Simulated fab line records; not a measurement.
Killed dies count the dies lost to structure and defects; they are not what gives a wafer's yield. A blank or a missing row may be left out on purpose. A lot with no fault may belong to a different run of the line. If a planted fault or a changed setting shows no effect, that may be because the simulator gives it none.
The tool behind it: which one?    flow nand-harc    24 lots, 72 wafers sampled, at 5 steps of a route of 1302

## WHAT THE GAUGES SHOWED, per wafer
NHARC_P_M0_INSPECT_11. Usual: 4.0 for raw-defect-count, sd 2.3.
lot   measured      on                 raw-defect-count  flag
L074  day 6 07:46   defect-inspect-01  2 11 9            
L075  day 6 15:28   defect-inspect-01  2 10 2            
L076  day 6 20:58   defect-inspect-01  0 7 2             
L077  day 7 15:08   defect-inspect-02  2 3 2             
L078  day 7 17:16   defect-inspect-01  4 1 1             
L079  day 8 06:05   defect-inspect-01  4 5 1             
L081  day 8 22:05   defect-inspect-02  2 1 3             
L080  day 8 23:28   defect-inspect-02  6 4 4             
L082  day 9 11:01   defect-inspect-01  5 4 3             
L083  day 10 03:19  defect-inspect-02  2 2 5             
L084  day 10 11:42  defect-inspect-01  6 2 4             
L085  day 10 20:26  defect-inspect-01  4 3 3             
L087  day 11 09:01  defect-inspect-02  2 4 5             
L086  day 11 09:17  defect-inspect-02  2 5 4             
L088  day 12 03:52  defect-inspect-01  2 6 5             
L089  day 12 04:32  defect-inspect-01  6 4 4             
L090  day 12 19:19  defect-inspect-02  6 5 7             
L091  day 13 05:31  defect-inspect-01  3 4 4             
L092  day 13 10:50  defect-inspect-01  2 1 4             
L093  day 13 22:17  defect-inspect-01  3 4 4             
L094  day 14 06:08  defect-inspect-01  4 2 1             
L095  day 14 21:35  defect-inspect-01  4 7 5             
L096  day 15 06:02  defect-inspect-01  7 4 4             
L097  day 15 12:16  defect-inspect-02  1 5 2             

NHARC_P_M1_THK_MEAS_24: measures by xrf. Usual: 157.7 nm for thk-nm, sd 1.8.
lot   measured      on             thk-nm (nm)        flag
L074  day 6 14:44   film-metro-01  155.8 155.7 157.0  
L075  day 6 22:05   film-metro-02  157.6 153.8 156.7  
L076  day 7 03:26   film-metro-01  156.4 157.9 156.3  
L077  day 7 21:59   film-metro-01  155.1 156.8 159.0  
L078  day 7 23:53   film-metro-01  158.4 157.2 156.1  
L079  day 8 12:49   film-metro-02  158.2 156.9 156.9  
L081  day 9 04:32   film-metro-02  158.1 159.1 158.0  
L080  day 9 05:55   film-metro-01  160.2 157.4 158.8  
L082  day 9 17:47   film-metro-02  160.0 158.7 159.4  
L083  day 10 10:09  film-metro-01  156.5 157.9 159.7  
L084  day 10 18:36  film-metro-02  155.9 156.2 160.2  
L085  day 11 07:29  film-metro-01  158.8 157.1 160.3  
L087  day 11 15:33  film-metro-02  158.8 159.0 159.5  
L086  day 11 16:29  film-metro-01  156.0 159.5 155.4  
L088  day 12 10:59  film-metro-02  157.6 156.4 159.7  
L089  day 12 11:42  film-metro-01  159.6 155.2 160.9  
L090  day 13 01:50  film-metro-01  158.4 154.4 154.3  
L091  day 13 12:14  film-metro-02  160.6 158.9 156.0  
L092  day 13 17:21  film-metro-02  157.5 159.0 157.8  
L093  day 14 05:13  film-metro-02  159.0 155.3 159.2  
L094  day 14 12:52  film-metro-02  154.3 158.1 159.2  
L095  day 15 04:10  film-metro-02  157.1 158.3 158.4  
L096  day 15 12:49  film-metro-02  159.2 156.5 156.3  
L097  day 15 19:04  film-metro-01  154.0 155.8 155.8  

## WHICH TOOL RAN EACH LOT (tool, then ch and the chambers of the sampled wafers, then the start)
lot   NHARC_P_CONTACT_STRIP_28            NHARC_P_M0_DEGAS_28           NHARC_P_M1_ETCH_35
L074  rie-diel-11 ch 2,3, day 6 04:36     pvd-sputter-02, day 6 08:45   rie-diel-04 ch 0,1,2, day 6 11:58
L075  rie-diel-11 ch 1,2, day 6 12:16     pvd-sputter-02, day 6 16:27   rie-diel-10 ch 1,3, day 6 19:40
L076  rie-diel-07 ch 0,1,3, day 6 17:49   pvd-sputter-03, day 6 22:00   rie-diel-04 ch 0,1,3, day 7 01:05
L077  rie-diel-07 ch 0,1, day 7 11:59     pvd-sputter-03, day 7 16:07   rie-diel-04 ch 0,1,2, day 7 19:39
L078  rie-diel-07 ch 1,3, day 7 14:13     pvd-sputter-03, day 7 18:16   rie-diel-10 ch 0,2, day 7 21:34
L079  rie-diel-05 ch 0,1,3, day 8 02:57   pvd-sputter-02, day 8 07:10   rie-diel-03 ch 1,2,3, day 8 10:30
L081  rie-diel-07 ch 0,3, day 8 18:54     pvd-sputter-03, day 8 23:05   rie-diel-04 ch 2,3, day 9 02:12
L080  rie-diel-05 ch 0,1,3, day 8 20:19   pvd-sputter-01, day 9 00:30   rie-diel-10 ch 1,2,3, day 9 03:35
L082  rie-diel-07 ch 0,1,3, day 9 07:52   pvd-sputter-01, day 9 11:59   rie-diel-10 ch 1,2, day 9 15:25
L083  rie-diel-05 ch 1,2,3, day 9 23:59   pvd-sputter-02, day 10 04:29  rie-diel-03 ch 0,1,2, day 10 07:49
L084  rie-diel-07 ch 0,3, day 10 08:42    pvd-sputter-02, day 10 12:58  rie-diel-10 ch 1,2, day 10 16:08
L085  rie-diel-11 ch 0,3, day 10 17:14    pvd-sputter-02, day 10 23:41  rie-diel-04 ch 0,2,3, day 11 04:58
L087  rie-diel-11 ch 0,1,3, day 11 05:27  pvd-sputter-02, day 11 09:59  rie-diel-10 ch 2,3, day 11 13:14
L086  rie-diel-07 ch 0,3, day 11 05:32    pvd-sputter-02, day 11 10:23  rie-diel-10 ch 0,1, day 11 14:08
L088  rie-diel-05 ch 1,3, day 12 00:37    pvd-sputter-02, day 12 04:53  rie-diel-04 ch 1,2, day 12 08:19
L089  rie-diel-11 ch 0,2, day 12 01:23    pvd-sputter-02, day 12 05:41  rie-diel-04 ch 0,1,3, day 12 09:22
L090  rie-diel-07 ch 1,2,3, day 12 16:08  pvd-sputter-01, day 12 20:20  rie-diel-04 ch 1,2, day 12 23:28
L091  rie-diel-07 ch 1,2,3, day 13 02:18  pvd-sputter-02, day 13 06:42  rie-diel-04 ch 0,1,2, day 13 09:55
L092  rie-diel-11 ch 0,1,2, day 13 07:37  pvd-sputter-02, day 13 11:48  rie-diel-04 ch 2,3, day 13 15:01
L093  rie-diel-11 ch 0,3, day 13 19:11    pvd-sputter-01, day 13 23:16  rie-diel-04 ch 0,2, day 14 02:49
L094  rie-diel-05 ch 0,3, day 14 02:59    pvd-sputter-02, day 14 07:08  rie-diel-03 ch 0,2,3, day 14 10:31
L095  rie-diel-05 ch 0,1,3, day 14 18:26  pvd-sputter-02, day 14 22:40  rie-diel-04 ch 0,3, day 15 01:50
L096  rie-diel-11 ch 1,2,3, day 15 02:53  pvd-sputter-03, day 15 07:05  rie-diel-04 ch 1,3, day 15 10:29
L097  rie-diel-07 ch 1,2, day 15 09:10    pvd-sputter-01, day 15 13:32  rie-diel-03 ch 2,3, day 15 16:44
- NHARC_P_CONTACT_STRIP_28: strips in O2.
- NHARC_P_M0_DEGAS_28: time 60 s.
- NHARC_P_M1_ETCH_35: etches the open film in N2/H2, target depth 40 nm, overetch 12 nm, time 43.94 s.

## WHAT THE TOOLS THEMSELVES READ (means of the sampled wafers that have a number; where no wafer has one, the mark that the record gives instead)
NHARC_P_CONTACT_STRIP_28. Usual: drypump-motor-current-A 5.77 A, standard deviation 0.29; oes-product-au 0.997 a.u., standard deviation 0.011; rf-vpp-V 57.9 V, standard deviation 0.92; showerhead-plenum-p-Torr 3.58 Torr, standard deviation 0.12; throttle-valve-pct 17.035 %, standard deviation 0.0091.
lot   tool         drypump-motor-current-A (A)  oes-product-au (a.u.)  rf-vpp-V (V)  showerhead-plenum-p-Torr (Torr)  throttle-valve-pct (%)  flag
L074  rie-diel-11  5.65                         0.991                  58.0          3.51                             17.041                  
L075  rie-diel-11  5.46                         0.985                  57.1          3.38                             17.030                  
L076  rie-diel-07  5.85                         0.992                  57.5          3.61                             17.041                  
L077  rie-diel-07  5.90                         0.981                  57.3          3.67                             17.033                  
L078  rie-diel-07  5.98                         0.993                  57.8          3.63                             17.035                  
L079  rie-diel-05  5.60                         0.998                  57.8          3.60                             17.038                  
L081  rie-diel-07  5.65                         0.996                  58.0          3.54                             17.024                  
L080  rie-diel-05  5.62                         1.007                  57.5          3.60                             17.029                  
L082  rie-diel-07  5.85                         0.988                  57.9          3.61                             17.039                  
L083  rie-diel-05  5.69                         1.000                  58.6          3.61                             17.042                  
L084  rie-diel-07  5.67                         0.991                  58.6          3.54                             17.028                  
L085  rie-diel-11  5.94                         1.002                  58.1          3.64                             17.035                  
L087  rie-diel-11  5.77                         0.994                  57.6          3.52                             17.035                  
L086  rie-diel-07  5.80                         1.003                  57.8          3.56                             17.039                  
L088  rie-diel-05  5.65                         0.996                  58.8          3.59                             17.031                  
L089  rie-diel-11  5.78                         0.996                  57.6          3.45                             17.031                  
L090  rie-diel-07  6.04                         1.001                  57.7          3.65                             17.045                  
L091  rie-diel-07  6.05                         0.997                  58.1          3.65                             17.035                  
L092  rie-diel-11  5.68                         0.994                  58.6          3.43                             17.041                  
L093  rie-diel-11  6.09                         0.996                  57.8          3.59                             17.043                  
L094  rie-diel-05  5.57                         1.018                  57.9          3.61                             17.029                  
L095  rie-diel-05  5.61                         1.008                  58.5          3.60                             17.031                  
L096  rie-diel-11  5.56                         0.994                  56.8          3.48                             17.043                  
L097  rie-diel-07  6.11                         1.001                  58.0          3.71                             17.033                  

NHARC_P_M0_DEGAS_28. Usual: 314 W for heater-power-w, sd 21.
lot   tool            heater-power-w (W)  flag
L074  pvd-sputter-02  306                 
L075  pvd-sputter-02  307                 
L076  pvd-sputter-03  329                 
L077  pvd-sputter-03  330                 
L078  pvd-sputter-03  346                 
L079  pvd-sputter-02  298                 
L081  pvd-sputter-03  362                 
L080  pvd-sputter-01  318                 
L082  pvd-sputter-01  323                 
L083  pvd-sputter-02  302                 
L084  pvd-sputter-02  309                 
L085  pvd-sputter-02  306                 
L087  pvd-sputter-02  300                 
L086  pvd-sputter-02  306                 
L088  pvd-sputter-02  308                 
L089  pvd-sputter-02  302                 
L090  pvd-sputter-01  316                 
L091  pvd-sputter-02  312                 
L092  pvd-sputter-02  316                 
L093  pvd-sputter-01  327                 
L094  pvd-sputter-02  312                 
L095  pvd-sputter-02  310                 
L096  pvd-sputter-03  306                 
L097  pvd-sputter-01  297                 

NHARC_P_M1_ETCH_35. Usual: drypump-motor-current-A 5.6 A, standard deviation 0.4; oes-product-au 1.003 a.u., standard deviation 0.013; rf-vpp-V 430.3 V, standard deviation 2.4; showerhead-plenum-p-Torr 2.03 Torr, standard deviation 0.083; throttle-valve-pct 14.172 %, standard deviation 0.0088.
lot   tool         drypump-motor-current-A (A)  oes-product-au (a.u.)  rf-vpp-V (V)  showerhead-plenum-p-Torr (Torr)  throttle-valve-pct (%)  flag
L074  rie-diel-04  5.3                          0.998                  430.9         2.08                             14.169                  
L075  rie-diel-10  6.1                          0.995                  429.4         2.00                             14.164                  
L076  rie-diel-04  5.6                          1.008                  429.5         2.03                             14.175                  
L077  rie-diel-04  5.3                          0.994                  431.7         2.08                             14.174                  
L078  rie-diel-10  5.1                          0.998                  431.5         2.08                             14.169                  
L079  rie-diel-03  5.8                          0.996                  430.0         2.00                             14.174                  
L081  rie-diel-04  5.3                          0.992                  430.8         2.04                             14.171                  
L080  rie-diel-10  5.8                          1.009                  431.8         2.06                             14.175                  
L082  rie-diel-10  5.4                          1.003                  433.0         2.14                             14.168                  
L083  rie-diel-03  6.0                          1.007                  428.9         1.97                             14.173                  
L084  rie-diel-10  5.4                          0.990                  432.9         2.14                             14.174                  
L085  rie-diel-04  5.5                          1.011                  430.5         2.03                             14.177                  
L087  rie-diel-10  5.9                          0.996                  429.7         2.05                             14.169                  
L086  rie-diel-10  5.6                          1.002                  429.9         2.01                             14.169                  
L088  rie-diel-04  5.2                          1.000                  431.4         2.09                             14.174                  
L089  rie-diel-04  5.6                          1.014                  430.0         2.03                             14.166                  
L090  rie-diel-04  5.3                          1.010                  431.5         2.09                             14.180                  
L091  rie-diel-04  5.3                          0.999                  431.7         2.08                             14.167                  
L092  rie-diel-04  5.3                          0.992                  430.4         2.03                             14.167                  
L093  rie-diel-04  5.2                          0.993                  431.3         2.07                             14.172                  
L094  rie-diel-03  5.9                          1.006                  427.0         1.93                             14.175                  
L095  rie-diel-04  5.7                          1.015                  428.6         1.97                             14.172                  
L096  rie-diel-04  5.5                          1.025                  430.7         2.04                             14.165                  
L097  rie-diel-03  5.9                          0.999                  428.2         1.94                             14.181                  

## THE ANSWER, worked out from the rows above alone
Rule: take the mean of a lot's wafers that have a number; if it is more than 3 standard deviations from the usual mean, the lot is off. Also off: a lot with no number at a reading for which 4 or more lots have one. All remaining lots with rows at the step are treated as sound. The gauges are gone through in route order, then the tools' own readings, and for those a lot's mean is taken as printed above. The first step at which some lot is off is used, and at that step the reading that is off furthest; a lot without a number counts as furthest.
Nothing can be told from this: no lot is off at any reading shown.

## WHAT WAS PUT IN BY THE SIMULATOR
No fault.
